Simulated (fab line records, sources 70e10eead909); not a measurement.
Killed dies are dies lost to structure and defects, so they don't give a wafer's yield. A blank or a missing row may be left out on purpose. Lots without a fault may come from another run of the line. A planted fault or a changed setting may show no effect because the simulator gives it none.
Chamber matching | flow nand_harc | NHARC_P_M2_ETCH_35 on rie_diel-09: 4 sister chambers
The step etches the open film in N2/H2, target depth 40 nm, overetch 12 nm, time 43.94 s. 4 wafers are shown with their chamber, then 10 later ones without.

WAFERS WITH THEIR CHAMBER
wafer  | chamber | showerhead_plenum_p_Torr (Torr)
L079.1 | 1       | 1.93
L083.3 | 3       | 2.20
L085.2 | 2       | 2.13
L085.3 | 0       | 1.90

WAFERS WITHOUT THEIR CHAMBER
wafer  | showerhead_plenum_p_Torr (Torr)
L085.6 | 1.93
L086.3 | 2.13
L086.4 | 2.20
L086.5 | 2.20
L087.2 | 2.20
L087.4 | 1.93
L087.5 | 2.12
L097.2 | 2.20
L097.3 | 1.90
L097.5 | 1.93

WHICH CHAMBER EACH WENT THROUGH
wafer  | from the rows above | in truth
L085.6 | 1                   | 1
L086.3 | 2                   | 2
L086.4 | 3                   | 3
L086.5 | 3                   | 3
L087.2 | 3                   | 3
L087.4 | 1                   | 1
L087.5 | 2                   | 2
L097.2 | 3                   | 3
L097.3 | 0                   | 0
L097.5 | 1                   | 1
Placed correctly: 10 of 10. Can't be placed from these rows: 0. Placed wrongly: 0.
How it was worked out, from the rows above alone: a wafer's distance from a chamber is the root of the sum, over the readings, of the square of ((its reading less the chamber's mean) divided by the reading's scatter). The wafer belongs to the nearest chamber; if the next one is less than 2 further off, it can't be placed. A chamber's mean is the mean of its shown wafers. The scatter: with one shown wafer a chamber, the root of the mean of the squares of how far each hidden wafer lies from its nearest shown one.
